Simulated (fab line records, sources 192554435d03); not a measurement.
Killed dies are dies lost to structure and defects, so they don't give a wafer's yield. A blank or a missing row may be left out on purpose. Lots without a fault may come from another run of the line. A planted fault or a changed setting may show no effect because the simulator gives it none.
fab line records | flow n5_finfet
record lots=5 wafers=15 last_day=18
route steps=1938 shown BEOL_M7@1318 BEOL_M8@1332
lots that met no fault: from a run of the same line without faults
start_h: hours from the record's first day to the start of the lot's first wafer shown | wait_h: hours since the lot's step before | " the same as in the row above | L1.1+2: a row that stands for several wafers | - no value, or no start given | * or withheld: withheld | < > ~ a bound
route shown NAME@n: a module of which the file shows steps, and the number in the route of the first | usual: mean/standard deviation of fault-free wafers | same: alike in all rows | chamber/n: place in a boat | sites: the reading at each site | _std_site: their standard deviation | _edge_site: outer sites' mean less inner sites' | radius_mm: how far each site lies from the wafer's centre | mask NAME#n: copy n | behind: the tool/chamber that last shaped the wafer | hold: why the lot was held/for how many hours/how that ended | device: the transistor (n, p or np) that didn't switch | end of line: the same wafers' tests at the end of the route | a step without rows: its recipe alone | killed: dies lost to structure and defects at the first sort, not the wafer's yield | map: a wafer's dies, x killed, . not, _ none there
set.NAME: the setting as run; set.NAME@STEP: as run at that earlier step | model.NAME: the simulator's own value behind a step, which no gauge read
lots at some steps of the route; a table a step, a row a wafer
services: from which hour (start_h, from the record's first day; less than 0 if before it) a tool's chamber was out of use, for how many hours, and why
## steps
# step N5_BEOL_M7_DEGAS_44
# recipe ambient=vacuum temp_c=250 time_s=60
# usual heater_power_w=338/36
# columns lot.wafer tool chamber start_h wait_h heater_power_w
L075.1 pvd_sputter-03 - 196.69 2.3 300
L075.4 " - " " 400
L075.5 " - " " 395
L081.1 pvd_sputter-03 - 236.91 1.4 395
L081.2 " - " " 333
L081.5 " - " " 345
L089.4 pvd_sputter-03 - 280.20 0.4 298
L089.5 " - " " 345
L089.6 " - " " 401
L091.1 pvd_sputter-01 - 304.04 0.4 328
L091.4 " - " " 341
L091.6 " - " " 328
L097.1 pvd_sputter-02 - 332.95 1.4 296
L097.4 " - " " 333
L097.6 " - " " 311
# step N5_BEOL_M7_PRE_CLEAN_45
# recipe gas=H2/He time_s=30 temp_c=250
# usual heater_power_w=337/36
# columns lot.wafer tool chamber start_h wait_h heater_power_w
L075.1 pvd_sputter-03 - 196.73 0.0 292
L075.4 " - " " 398
L075.5 " - " " 385
L081.1 pvd_sputter-03 - 236.95 0.0 391
L081.2 " - " " 332
L081.5 " - " " 345
L089.4 pvd_sputter-03 - 280.24 0.0 296
L089.5 " - " " 330
L089.6 " - " " 392
L091.1 pvd_sputter-01 - 304.08 0.0 335
L091.4 " - " " 337
L091.6 " - " " 326
L097.1 pvd_sputter-02 - 332.99 0.0 292
L097.4 " - " " 325
L097.6 " - " " 299
# step N5_BEOL_M7_ALD_77
# recipe material=TaN target_thk_a=20 temp_c=275 ald_precursor_family=PDMAT ald_co_reactant=NH3 pressure_torr=3 carrier_flow_sccm=1500 pulse_time_s=2 purge_time_s=3 co_reactant_purge_time_s=2 co_reactant_pulse_time_s=3 ald_cycles=40 precursor_vessel_temp_c=75 precursor_vessel_pressure_torr=26.25 precursor_vessel_carrier_sccm=1000
# usual chamber_pressure_Torr=3.000/0.0072 heater_power_outer_w=236/23 heater_power_w=419/29
# columns lot.wafer tool chamber start_h wait_h chamber_pressure_Torr heater_power_outer_w heater_power_w
L075.1 ald_metal-01 2 196.79 0.0 2.993 241 431
L075.4 " 3 " " 3.004 283 475
L075.5 " 1 " " 2.996 287 491
L081.1 ald_metal-04 2 237.01 0.0 3.005 206 385
L081.2 " 3 " " 2.997 213 382
L081.5 " 3 " " 2.986 219 390
L089.4 ald_metal-04 0 280.30 0.0 3.009 254 440
L089.5 " 1 " " 3.001 240 433
L089.6 " 2 " " 3.020 206 392
L091.1 ald_metal-01 0 304.16 0.1 2.996 228 433
L091.4 " 1 " " 2.987 291 476
L091.6 " 0 " " 2.988 240 413
L097.1 ald_metal-04 1 333.07 0.1 2.998 242 431
L097.4 " 2 " " 3.003 202 393
L097.6 " 3 " " 3.007 216 395
# step N5_BEOL_M7_SURFACE_TREAT_79
# recipe gas=Ar time_s=* ion_energy_ev=* ion_current_ma_cm2=0.5 pressure_mtorr=* ar_flow_sccm=30
# usual throttle_valve_pct=*
# columns lot.wafer tool chamber start_h wait_h throttle_valve_pct
L075.1 pvd_sputter-03 - 197.11 0.2 *
L075.4 " - " " *
L075.5 " - " " *
L081.1 pvd_sputter-03 - 237.37 0.2 *
L081.2 " - " " *
L081.5 " - " " *
L089.4 pvd_sputter-03 - 280.62 0.2 *
L089.5 " - " " *
L089.6 " - " " *
L091.1 pvd_sputter-01 - 304.58 0.3 *
L091.4 " - " " *
L091.6 " - " " *
L097.1 pvd_sputter-01 - 333.43 0.2 *
L097.4 " - " " *
L097.6 " - " " *
# step N5_BEOL_M7_CVD_78
# recipe material=Co target_thk_a=20 temp_c=withheld precursor=CCTBA/H2 pressure_torr=30 time_s=142.3
# usual chamber_pressure_Torr=30.00/0.065
# columns lot.wafer tool chamber start_h wait_h chamber_pressure_Torr
L075.1 cvd_co-02 1 197.40 0.3 30.07
L075.4 " 0 " " 29.99
L075.5 " 1 " " 29.99
L081.1 cvd_co-01 0 237.43 0.0 29.91
L081.2 " 1 " " 30.10
L081.5 " 0 " " 29.86
L089.4 cvd_co-02 2 280.74 0.1 29.97
L089.5 " 1 " " 30.00
L089.6 " 0 " " 29.97
L091.1 cvd_co-01 1 304.70 0.1 29.95
L091.4 " 2 " " 30.09
L091.6 " 1 " " 30.03
L097.1 cvd_co-02 0 333.49 0.0 29.95
L097.4 " 1 " " 30.00
L097.6 " 2 " " 30.00
# step N5_BEOL_M7_SPUTTER_48
# recipe material=Cu target_thk_a=100 temp_c=-20 bias_v=60 power_w=26000 chamber_pressure_pa=0.13 time_s=1.667
# usual throttle_valve_pct=29.6/1.1
# columns lot.wafer tool chamber start_h wait_h throttle_valve_pct
L075.1 pvd_sputter-01 - 197.61 0.2 29.0
L075.4 " - " " 27.8
L075.5 " - " " 29.1
L081.1 pvd_sputter-02 - 237.59 0.1 29.8
L081.2 " - " " 27.4
L081.5 " - " " 30.8
L089.4 pvd_sputter-03 - 280.86 0.1 30.7
L089.5 " - " " 31.0
L089.6 " - " " 28.7
L091.1 pvd_sputter-01 - 304.90 0.2 31.0
L091.4 " - " " 29.9
L091.6 " - " " 29.3
L097.1 pvd_sputter-01 - 333.61 0.1 29.8
L097.4 " - " " 31.0
L097.6 " - " " 27.9
# step N5_BEOL_M7_ECD_50
# recipe material=Cu target_thk_a=3000
# columns lot.wafer tool chamber start_h wait_h
L075.1+4+5 ecd_cu-02 0,0,1 197.73 0.1
L081.1+2+5 ecd_cu-01 0,1,0 237.70 0.1
L089.4+5+6 ecd_cu-01 1,0,1 281.00 0.1
L091.1+4+6 ecd_cu-02 1,0,1 305.02 0.1
L097.1+4+6 ecd_cu-02 1,0,0 333.73 0.1
# step N5_BEOL_M7_ANNEAL_51
# recipe temp_c=225 time_s=90 ambient=N2
# usual wafer_temp_C_max=225.82/0.29
# columns lot.wafer tool chamber start_h wait_h wafer_temp_C_max
L075.1 rtp_anneal-01 0 197.82 0.1 225.44
L075.4 " 0 " " 225.52
L075.5 " 0 " " 225.55
L081.1 rtp_anneal-01 0 238.14 0.4 225.38
L081.2 " 0 " " 225.45
L081.5 " 0 " " 225.43
L089.4 rtp_anneal-02 0 281.34 0.3 225.76
L089.5 " 0 " " 226.14
L089.6 " 0 " " 226.24
L091.1 rtp_anneal-02 0 305.12 0.1 226.14
L091.4 " 0 " " 225.74
L091.6 " 0 " " 226.38
L097.1 rtp_anneal-02 0 333.82 0.1 225.94
L097.4 " 0 " " 225.91
L097.6 " 0 " " 225.97
# step N5_BEOL_M7_CMP_52
# recipe stop_on=SiCOH_lowk t_overpolish_s=6.9 down_force_psi=1 platen_rpm=50 clearing_platen_down_force_psi=1.5 clearing_platen_rpm=50 post_cmp_clean=cu_alkaline target_thk_nm=80 clearing_platen_pad_velocity_m_s=0.99484 pad_velocity_m_s=0.99484
# usual barrier_field_endpoint_s=28.9/0.69 motor_current_A=6.0/0.69 overpolish_run_s=6.899/0.0086 slurry_filter_dp_kPa=13.51/0.14 time_to_endpoint_s=63.2/2.6
# columns lot.wafer tool chamber start_h wait_h barrier_field_endpoint_s motor_current_A overpolish_run_s slurry_filter_dp_kPa time_to_endpoint_s
L075.4 cmp-04 0 198.16 0.2 28.4 5.8 6.897 13.35 61.5
L075.1 " 1 " " 28.3 5.3 6.906 13.60 64.4
L075.5 " 0 " " 28.9 5.6 6.901 13.46 64.3
L081.2 cmp-03 3 238.51 0.3 29.2 6.2 6.894 13.60 65.0
L081.1 " 0 " " 28.8 6.8 6.911 13.57 64.3
L081.5 " 1 " " 29.4 6.4 6.900 13.39 63.9
L089.4 cmp-04 0 281.69 0.3 29.0 5.6 6.904 13.59 61.2
L089.5 " 3 " " 28.7 5.8 6.904 13.59 57.4
L089.6 " 0 " " 28.2 5.7 6.898 13.64 61.7
L091.1 cmp-03 0 305.49 0.3 29.6 6.5 6.900 13.83 61.3
L091.4 " 1 " " 29.1 6.4 6.902 13.73 61.5
L091.6 " 3 " " 29.0 5.9 6.904 13.21 60.5
L097.1 cmp-04 3 334.12 0.3 28.5 5.8 6.892 13.54 58.8
L097.4 " 0 " " 28.9 5.9 6.904 13.74 59.4
L097.6 " 3 " " 28.8 5.9 6.900 13.68 56.4
# step N5_BEOL_M7_THK_MEAS_53
# recipe thk_meas_gauge=xrf reads=Cu_of_BEOL_M7_ECD_50
# usual M7_THK=79.8/1.4
# columns lot.wafer tool chamber start_h wait_h M7_THK[nm]
L075.1 film_metro-01 - 198.41 - 80.1
L075.4 " - " " 81.8
L075.5 " - " " 81.0
L081.1 film_metro-01 - 238.73 - 80.5
L081.2 " - " " 80.7
L081.5 " - " " 79.5
L089.4 film_metro-01 - 281.95 - 81.0
L089.5 " - " " 79.4
L089.6 " - " " 79.9
L091.1 film_metro-02 - 305.71 - 79.3
L091.4 " - " " 77.9
L091.6 " - " " 80.1
L097.1 film_metro-02 - 334.42 - 79.6
L097.4 " - " " 78.6
L097.6 " - " " 82.2
# step N5_BEOL_M7_PRE_CLEAN_55
# recipe gas=NH3 time_s=15 temp_c=withheld rf_power_w=300
# columns lot.wafer tool chamber start_h wait_h
L075.1+4+5 pecvd-01 0,2,1 198.45 0.0
L081.1+2+5 pecvd-04 1,0,0 238.77 0.0
L089.4+5+6 pecvd-01 0,2,1 281.99 0.0
L091.1+4+6 pecvd-02 1,2,0 305.75 0.0
L097.1+4+6 pecvd-02 2,0,1 334.45 0.0
# step N5_BEOL_M7_DEP_56
# recipe material=SiCN target_thk_a=100 temp_c=withheld precursor=3MS/NH3 pressure_torr=3 rf_w=202 time_s=17.5
# usual chamber_pressure_Torr=3.000/0.0066 showerhead_plenum_p_Torr=3.661/0.014 throttle_valve_pct=9.1/0.49
# columns lot.wafer tool chamber start_h wait_h chamber_pressure_Torr showerhead_plenum_p_Torr throttle_valve_pct
L075.1 pecvd-01 0 198.47 0.0 2.994 3.664 9.2
L075.4 " 2 " " 2.994 3.656 8.8
L075.5 " 1 " " 3.001 3.670 9.5
L081.1 pecvd-04 1 238.79 0.0 3.005 3.661 9.7
L081.2 " 0 " " 2.998 3.681 9.0
L081.5 " 0 " " 3.007 3.683 9.1
L089.4 pecvd-01 0 282.02 0.0 3.012 3.671 9.5
L089.5 " 2 " " 2.997 3.638 9.1
L089.6 " 1 " " 2.995 3.669 9.6
L091.1 pecvd-02 1 305.77 0.0 3.001 3.653 8.8
L091.4 " 2 " " 3.001 3.650 8.6
L091.6 " 0 " " 3.003 3.684 10.1
L097.1 pecvd-02 2 334.48 0.0 3.007 3.654 8.5
L097.4 " 0 " " 2.991 3.676 9.8
L097.6 " 1 " " 3.006 3.645 8.7
# step N5_BEOL_M7_RS_MEAS_57
# recipe thk_meas_gauge=four-point-probe reads=Cu_of_BEOL_M7_ECD_50+Co_of_BEOL_M7_CVD_78+TaN_of_BEOL_M7_ALD_77
# usual M7_RS=0.287/0.0054
# columns lot.wafer tool chamber start_h wait_h M7_RS[ohm/sq]
L075.1 film_metro-02 - 198.54 0.1 0.286
L075.4 " - " " 0.280
L075.5 " - " " 0.284
L081.1 film_metro-01 - 238.86 0.1 0.283
L081.2 " - " " 0.283
L081.5 " - " " 0.287
L089.4 film_metro-01 - 282.08 0.0 0.278
L089.5 " - " " 0.286
L089.6 " - " " 0.283
L091.1 film_metro-02 - 305.84 0.1 0.289
L091.4 " - " " 0.295
L091.6 " - " " 0.287
L097.1 film_metro-02 - 334.55 0.1 0.290
L097.4 " - " " 0.294
L097.6 " - " " 0.281
# step N5_BEOL_M7_INSPECT_58
# recipe inspect_instrument=darkfield mode=post_dep
# usual raw_defect_count=68/24
# columns lot.wafer tool chamber start_h wait_h raw_defect_count
L075.1 defect_inspect-01 - 198.57 0.0 32
L075.4 " - " " 49
L075.5 " - " " 40
L081.1 defect_inspect-01 - 238.89 0.0 71
L081.2 " - " " 57
L081.5 " - " " 29
L089.4 defect_inspect-01 - 282.10 0.0 40
L089.5 " - " " 50
L089.6 " - " " 60
L091.1 defect_inspect-01 - 305.87 0.0 98
L091.4 " - " " 58
L091.6 " - " " 66
L097.1 defect_inspect-01 - 334.57 0.0 36
L097.4 " - " " 25
L097.6 " - " " 57
# step N5_BEOL_M8_ILD_DEP_00
# recipe material=SiCOH_lowk target_thk_a=1797.5 temp_c=300 precursor=DEMS/porogen pressure_torr=5 rf_w=500 time_s=33.4
# usual chamber_pressure_Torr=5.001/0.011 heater_power_outer_w=149/35 heater_power_w=319/72 showerhead_plenum_p_Torr=5.740/0.021 throttle_valve_pct=13.6/1.1
# columns lot.wafer tool chamber start_h wait_h chamber_pressure_Torr heater_power_outer_w heater_power_w showerhead_plenum_p_Torr throttle_valve_pct
L075.1 pecvd-04 1 198.61 0.0 5.010 119 271 5.731 14.4
L075.4 " 1 " " 5.005 122 283 5.731 14.4
L075.5 " 2 " " 5.004 158 321 5.727 12.8
L081.1 pecvd-02 2 238.93 0.0 5.015 109 247 5.711 13.0
L081.2 " 0 " " 4.999 140 311 5.765 14.9
L081.5 " 1 " " 5.002 141 286 5.714 13.3
L089.4 pecvd-04 2 282.16 0.1 4.992 122 266 5.733 12.8
L089.5 " 0 " " 5.012 154 300 5.748 14.0
L089.6 " 1 " " 5.010 140 316 5.752 14.5
L091.1 pecvd-03 2 305.90 0.0 4.994 164 303 5.709 12.3
L091.4 " 0 " " 5.008 119 286 5.755 15.1
L091.6 " 1 " " 4.997 192 449 5.764 12.5
L097.1 pecvd-02 2 334.61 0.0 5.002 122 269 5.717 13.1
L097.4 " 2 " " 5.000 123 255 5.715 13.2
L097.6 " 0 " " 4.996 148 325 5.745 15.4
# step N5_BEOL_M8_CURE_74
# recipe temp_c=385 time_s=240 ambient=He/Ar material=SiCOH_lowk
# usual lamp_power_pct=52.31/0.053 wafer_temp_C_max=386.4/0.38
# columns lot.wafer tool chamber start_h wait_h lamp_power_pct wafer_temp_C_max
L075.1 uv_cure-02 2 198.67 0.0 52.28 386.2
L075.4 " 2 " " 52.25 386.8
L075.5 " 2 " " 52.30 386.1
L081.1 uv_cure-01 1 238.99 0.0 52.29 385.7
L081.2 " 1 " " 52.26 386.2
L081.5 " 1 " " 52.25 386.5
L089.4 uv_cure-01 0 282.44 0.3 52.36 386.3
L089.5 " 0 " " 52.24 386.3
L089.6 " 0 " " 52.39 386.5
L091.1 uv_cure-02 2 306.18 0.3 52.36 386.0
L091.4 " 2 " " 52.29 386.1
L091.6 " 2 " " 52.33 385.8
L097.1 uv_cure-02 1 334.67 0.0 52.33 386.6
L097.4 " 1 " " 52.29 386.4
L097.6 " 1 " " 52.26 386.2
# step N5_BEOL_M8_THK_MEAS_01
# recipe reads=SiCOH_lowk_of_BEOL_M8_ILD_DEP_00
# usual M8_ILD_THK=155.1/2
# columns lot.wafer tool chamber start_h wait_h M8_ILD_THK[nm]
L075.1 film_metro-01 - 199.18 0.4 154.8
L075.4 " - " " 158.6
L075.5 " - " " 158.6
L081.1 film_metro-02 - 239.98 0.8 153.9
L081.2 " - " " 152.2
L081.5 " - " " 154.4
L089.4 film_metro-02 - 282.72 0.2 155.5
L089.5 " - " " 155.5
L089.6 " - " " 155.0
L091.1 film_metro-02 - 306.70 0.4 153.7
L091.4 " - " " 156.6
L091.6 " - " " 156.5
L097.1 film_metro-02 - 335.19 0.4 152.3
L097.4 " - " " 154.9
L097.6 " - " " 156.7
# step N5_BEOL_M8_PECVD_70
# recipe material=SiO2 target_thk_a=200 temp_c=400 precursor=TEOS/O2 pressure_torr=5.5 rf_w=450 teos_flow_sccm=53.8 gas=O2 flow_sccm=3000 time_s=22.7
# usual chamber_pressure_Torr=5.499/0.012 heater_power_outer_w=439/59 heater_power_w=726/100 showerhead_plenum_p_Torr=8.78/0.079 throttle_valve_pct=22.0/1.5
# columns lot.wafer tool chamber start_h wait_h chamber_pressure_Torr heater_power_outer_w heater_power_w showerhead_plenum_p_Torr throttle_valve_pct
L075.1 pecvd-02 1 199.22 0.0 5.507 430 657 8.72 21.6
L075.4 " 1 " " 5.513 421 670 8.71 21.6
L075.5 " 2 " " 5.503 337 604 8.68 20.7
L081.1 pecvd-02 2 240.02 0.0 5.480 332 558 8.69 21.1
L081.2 " 0 " " 5.507 408 695 8.87 24.4
L081.5 " 0 " " 5.504 407 724 8.87 24.1
L089.4 pecvd-04 1 282.77 0.1 5.487 413 718 8.77 23.1
L089.5 " 0 " " 5.494 424 663 8.83 22.1
L089.6 " 2 " " 5.513 451 716 8.69 20.6
L091.1 pecvd-02 1 306.73 0.0 5.511 401 632 8.69 21.7
L091.4 " 2 " " 5.501 308 552 8.64 21.5
L091.6 " 1 " " 5.512 401 659 8.73 21.7
L097.1 pecvd-03 1 335.22 0.0 5.481 581 1038 8.84 19.8
L097.4 " 0 " " 5.501 354 662 8.92 24.7
L097.6 " 2 " " 5.502 452 691 8.72 20.5
# step N5_BEOL_M8_HM_DEP_02
# recipe material=TiN target_thk_a=200 temp_c=25 chamber_pressure_pa=0.49996
# usual throttle_valve_pct=29.5/1.2
# columns lot.wafer tool chamber start_h wait_h throttle_valve_pct
L075.1 pvd_sputter-01 - 200.91 1.7 29.7
L075.4 " - " " 29.5
L075.5 " - " " 27.8
L081.1 pvd_sputter-03 - 241.31 1.3 31.0
L081.2 " - " " 30.6
L081.5 " - " " 30.7
L089.4 pvd_sputter-02 - 284.50 1.7 29.8
L089.5 " - " " 27.4
L089.6 " - " " 31.0
L091.1 pvd_sputter-03 - 306.92 0.2 28.8
L091.4 " - " " 31.0
L091.6 " - " " 28.8
L097.1 pvd_sputter-02 - 337.05 1.8 27.6
L097.4 " - " " 31.2
L097.6 " - " " 27.1
# step N5_BEOL_M8_COAT_59
# recipe resist=SOC temp_c=250 time_s=60 spin_rpm=1500 resist_thk_nm=100
# usual chill_plate_temp_C=23.00/0.11
# columns lot.wafer tool chamber start_h wait_h chill_plate_temp_C
L075.1 litho_track-01 0 201.04 0.1 23.08
L075.4 " 0 " " 23.14
L075.5 " 0 " " 22.96
L081.1 litho_track-04 0 241.45 0.1 22.90
L081.2 " 0 " " 22.93
L081.5 " 0 " " 23.06
L089.4 litho_track-02 0 284.63 0.1 23.02
L089.5 " 0 " " 22.87
L089.6 " 0 " " 22.86
L091.1 litho_track-04 0 307.05 0.1 22.98
L091.4 " 0 " " 23.07
L091.6 " 0 " " 22.91
L097.1 litho_track-02 0 337.18 0.1 22.99
L097.4 " 0 " " 23.05
L097.6 " 0 " " 23.06
# step N5_BEOL_M8_COAT_60
# recipe resist=SiARC temp_c=220 time_s=60 spin_rpm=1500 resist_thk_nm=35
# usual chill_plate_temp_C=22.99/0.1
# columns lot.wafer tool chamber start_h wait_h chill_plate_temp_C
L075.1 litho_track-01 0 - - 23.03
L075.4 " 0 " " 23.06
L075.5 " 0 " " 22.98
L081.1 litho_track-04 0 - - 23.01
L081.2 " 0 " " 22.79
L081.5 " 0 " " 22.88
L089.4 litho_track-02 0 - - 22.99
L089.5 " 0 " " 23.19
L089.6 " 0 " " 23.00
L091.1 litho_track-04 0 - - 23.02
L091.4 " 0 " " 22.96
L091.6 " 0 " " 22.99
L097.1 litho_track-02 0 - - 23.12
L097.4 " 0 " " 23.18
L097.6 " 0 " " 23.15
# step N5_BEOL_M8_COAT_05
# recipe resist=CAR-ArF spin_rpm=1500 resist_thk_nm=90
# usual chill_plate_temp_C=23.02/0.11
# columns lot.wafer tool chamber start_h wait_h chill_plate_temp_C
L075.1 litho_track-01 0 - - 22.92
L075.4 " 0 " " 22.94
L075.5 " 0 " " 22.91
L081.1 litho_track-04 0 - - 22.97
L081.2 " 0 " " 23.00
L081.5 " 0 " " 22.90
L089.4 litho_track-02 0 - - 23.15
L089.5 " 0 " " 23.09
L089.6 " 0 " " 23.09
L091.1 litho_track-04 0 - - 23.03
L091.4 " 0 " " 23.13
L091.6 " 0 " " 23.06
L097.1 litho_track-02 0 - - 22.89
L097.4 " 0 " " 22.89
L097.6 " 0 " " 23.12
# step N5_BEOL_M8_EBR_07
# recipe solvent=PGMEA ebr_width_mm=1.5
# usual chill_plate_temp_C=22.99/0.1
# columns lot.wafer tool chamber start_h wait_h chill_plate_temp_C
L075.1 litho_track-01 0 - - 22.98
L075.4 " 0 " " 22.80
L075.5 " 0 " " 23.13
L081.1 litho_track-04 0 - - 22.82
L081.2 " 0 " " 22.92
L081.5 " 0 " " 22.99
L089.4 litho_track-02 0 - - 22.99
L089.5 " 0 " " 23.06
L089.6 " 0 " " 22.96
L091.1 litho_track-04 0 - - 23.06
L091.4 " 0 " " 22.92
L091.6 " 0 " " 23.05
L097.1 litho_track-02 0 - - 22.82
L097.4 " 0 " " 22.80
L097.6 " 0 " " 23.10
# step N5_BEOL_M8_SOFTBAKE_06
# recipe temp_c=110 time_s=60 resist=CAR-ArF
# usual chill_plate_temp_C=23.00/0.11
# columns lot.wafer tool chamber start_h wait_h chill_plate_temp_C
L075.1 litho_track-01 0 - - 23.06
L075.4 " 0 " " 23.02
L075.5 " 0 " " 23.01
L081.1 litho_track-04 0 - - 22.92
L081.2 " 0 " " 23.12
L081.5 " 0 " " 22.86
L089.4 litho_track-02 0 - - 22.90
L089.5 " 0 " " 22.88
L089.6 " 0 " " 23.12
L091.1 litho_track-04 0 - - 22.98
L091.4 " 0 " " 22.94
L091.6 " 0 " " 22.99
L097.1 litho_track-02 0 - - 23.01
L097.4 " 0 " " 22.99
L097.6 " 0 " " 22.96
# step N5_BEOL_M8_EXPOSE_08
# recipe mask_id=M8 na=1.35 source_shape=dipole sigma_inner=0.817 sigma_outer=0.97 polarization=te dose_mj=68.25
# usual focus_offset_nm=-0.1/0.49
# columns lot.wafer tool chamber start_h wait_h mask focus_offset_nm
L075.1 arfi_scanner-03 0 201.28 - M8#0 0.2
L075.4 " 0 " " M8#0 -0.3
L075.5 " 0 " " M8#0 2.0
L081.1 arfi_scanner-02 0 241.57 - M8#0 0.7
L081.2 " 0 " " M8#0 0.2
L081.5 " 0 " " M8#0 -0.2
L089.4 arfi_scanner-03 0 284.89 - M8#0 0.3
L089.5 " 0 " " M8#0 -0.3
L089.6 " 0 " " M8#0 0.3
L091.1 arfi_scanner-02 0 307.44 - M8#0 -1.0
L091.4 " 0 " " M8#0 -0.6
L091.6 " 0 " " M8#0 -0.7
L097.1 arfi_scanner-01 0 337.30 - M8#0 -0.4
L097.4 " 0 " " M8#0 -0.3
L097.6 " 0 " " M8#0 0.2
# step N5_BEOL_M8_PEB_09
# recipe peb_temp_c=withheld peb_time_s=60 resist=CAR-ArF
# usual chill_plate_temp_C=23.00/0.1
# columns lot.wafer tool chamber start_h wait_h chill_plate_temp_C
L075.1 litho_track-04 0 201.34 0.1 22.93
L075.4 " 0 " " 22.90
L075.5 " 0 " " 23.05
L081.1 litho_track-02 0 241.63 0.1 23.12
L081.2 " 0 " " 23.07
L081.5 " 0 " " 23.15
L089.4 litho_track-02 0 284.93 0.0 23.09
L089.5 " 0 " " 23.08
L089.6 " 0 " " 22.97
L091.1 litho_track-04 0 307.50 0.1 22.94
L091.4 " 0 " " 22.84
L091.6 " 0 " " 22.89
L097.1 litho_track-04 0 337.36 0.1 23.11
L097.4 " 0 " " 22.91
L097.6 " 0 " " 22.99
# step N5_BEOL_M8_DEVELOP_10
# recipe develop_time_s=30 developer=TMAH resist=CAR-ArF rinse_liquid=diw dry=air_spin dev_temp_c=23
# usual chill_plate_temp_C=23.01/0.096 developer_temp_C=23.01/0.11
# columns lot.wafer tool chamber start_h wait_h chill_plate_temp_C developer_temp_C
L075.1 litho_track-04 0 - - 22.91 22.91
L075.4 " 0 " " 23.01 22.87
L075.5 " 0 " " 23.00 22.94
L081.1 litho_track-02 0 - - 23.03 23.00
L081.2 " 0 " " 23.11 23.10
L081.5 " 0 " " 23.05 23.22
L089.4 litho_track-02 0 - - 23.03 23.08
L089.5 " 0 " " 23.01 23.03
L089.6 " 0 " " 23.00 23.00
L091.1 litho_track-04 0 - - 22.97 22.88
L091.4 " 0 " " 22.84 23.04
L091.6 " 0 " " 22.78 23.03
L097.1 litho_track-04 0 - - 22.96 22.88
L097.4 " 0 " " 23.10 22.91
L097.6 " 0 " " 23.15 22.94
# step N5_BEOL_M8_CD_MEAS_11
# recipe target_cd_nm=38.5 landing_energy_ev=500 detector=se_inlens polarity=opening
# usual cd_nm=38.5/0.4
# columns lot.wafer tool chamber start_h wait_h cd_nm
L075.1 cd_sem-02 0 201.41 - 37.7
L075.4 " 0 " " 38.7
L075.5 " 0 " " 37.8
L081.1 cd_sem-03 0 241.70 - 38.6
L081.2 " 0 " " 38.3
L081.5 " 0 " " 38.2
L089.4 cd_sem-02 0 285.00 - 38.8
L089.5 " 0 " " 39.2
L089.6 " 0 " " 39.2
L091.1 cd_sem-03 0 307.56 - 39.3
L091.4 " 0 " " 38.6
L091.6 " 0 " " 39.5
L097.1 cd_sem-03 0 337.42 - 38.2
L097.4 " 0 " " 39.3
L097.6 " 0 " " 38.5
# step N5_BEOL_M8_OVL_MEAS_12
# recipe points_per_wafer=44
# usual M8_OVL=-0.7/0.69
# columns lot.wafer tool chamber start_h wait_h M8_OVL[nm]
L075.1 overlay-02 0 201.44 0.0 0.1
L075.4 " 0 " " 0.0
L075.5 " 0 " " -0.9
L081.1 overlay-02 0 241.73 0.0 0.3
L081.2 " 0 " " -0.7
L081.5 " 0 " " 0.3
L089.4 overlay-02 0 285.03 0.0 0.4
L089.5 " 0 " " -0.8
L089.6 " 0 " " -0.1
L091.1 overlay-01 0 307.60 0.0 0.1
L091.4 " 0 " " 0.3
L091.6 " 0 " " -1.2
L097.1 overlay-01 0 337.46 0.0 -1.2
L097.4 " 0 " " -1.4
L097.6 " 0 " " -1.4
# step N5_BEOL_M8_INSPECT_13
# recipe mode=adi inspect_instrument=brightfield
# usual raw_defect_count=385/89
# columns lot.wafer tool chamber start_h wait_h raw_defect_count
L075.1 defect_inspect-01 - 201.46 0.0 286
L075.4 " - " " 328
L075.5 " - " " 355
L081.1 defect_inspect-02 - 241.75 0.0 325
L081.2 " - " " 301
L081.5 " - " " 347
L089.4 defect_inspect-02 - 285.05 0.0 346
L089.5 " - " " 396
L089.6 " - " " 334
L091.1 defect_inspect-01 - 307.63 0.0 344
L091.4 " - " " 246
L091.6 " - " " 373
L097.1 defect_inspect-01 - 337.49 0.0 454
L097.4 " - " " 383
L097.6 " - " " 513
# step N5_BEOL_M8_DESCUM_16
# recipe chemistry=O2 time_s=7.9 source_power_w=50 bias_power_w=20 pressure_mtorr=20 rf_frequency_hz=2.712e+07 temp_c=40 resist=CAR-ArF o2_flow_sccm=225
# usual drypump_motor_current_A=6.0/0.39 oes_product_au=0.83/0.087 rf_vpp_V=243.0/1.3 showerhead_plenum_p_Torr=2.09/0.063 throttle_valve_pct=20.42/0.25
# columns lot.wafer tool chamber start_h wait_h drypump_motor_current_A oes_product_au rf_hours_counter_h rf_vpp_V showerhead_plenum_p_Torr throttle_valve_pct
L075.1 rie_diel-05 3 201.50 0.0 6.2 0.70 221 244.6 2.15 20.82
L075.4 " 0 " " 6.0 0.82 80 241.6 2.03 20.15
L075.5 " 3 " " 6.2 0.70 - 244.6 2.15 20.82
L081.1 rie_diel-05 0 242.07 0.3 6.0 0.81 96 243.1 2.02 20.18
L081.2 " 2 " " 6.3 0.78 106 240.7 2.02 20.21
L081.5 " 1 " " 6.2 0.90 - 241.3 2.06 20.49
L089.4 rie_diel-05 0 285.08 0.0 6.1 0.80 109 240.8 2.02 20.19
L089.5 " 3 " " 6.2 0.68 - 244.6 2.14 20.84
L089.6 " 2 " " 6.3 0.77 - 242.6 2.02 20.22
L091.1 rie_diel-03 1 307.74 0.1 6.5 0.84 61 242.6 2.04 20.65
L091.4 " 3 " " 6.4 0.76 159 243.8 2.09 20.37
L091.6 " 0 " " 5.7 0.79 - 242.8 2.10 20.71
L097.1 rie_diel-05 2 338.19 0.7 6.3 0.75 141 241.2 2.01 20.24
L097.4 " 0 " " 6.0 0.78 126 241.6 2.01 20.21
L097.6 " 2 " " 6.3 0.74 - 241.6 2.01 20.24
## services
# columns tool chamber start_h hours kind
arfi_scanner-02 - 181.10 1.0 pm
arfi_scanner-03 - 201.38 1.0 pm
ald_metal-01 - 202.06 2.8 pm
rie_diel-05 3 202.56 13.1 repair
arfi_scanner-03 - 202.86 5.1 repair
ecd_cu-02 - 206.69 0.8 repair
cmp-03 - 207.95 6.7 pm
cmp-04 - 213.35 0.6 repair
uv_cure-02 - 215.20 9.5 repair
ald_metal-04 - 219.47 1.0 repair
pecvd-04 - 221.49 0.8 repair
arfi_scanner-02 - 222.05 17.3 pm
pecvd-04 - 225.70 4.3 pm
arfi_scanner-02 - 239.38 1.3 pm
cmp-03 - 253.17 1.7 repair
arfi_scanner-02 - 267.73 1.5 pm
arfi_scanner-03 - 277.01 1.3 pm
pvd_sputter-01 - 281.97 1.4 repair
cvd_co-02 1 290.74 2.7 repair
cmp-04 - 294.42 4.0 pm
rie_diel-05 0 311.43 10.0 repair
rie_diel-05 1 312.06 1.9 repair
pvd_sputter-01 - 327.03 2.4 repair
cmp-04 - 330.52 2.3 repair
## key
fault none
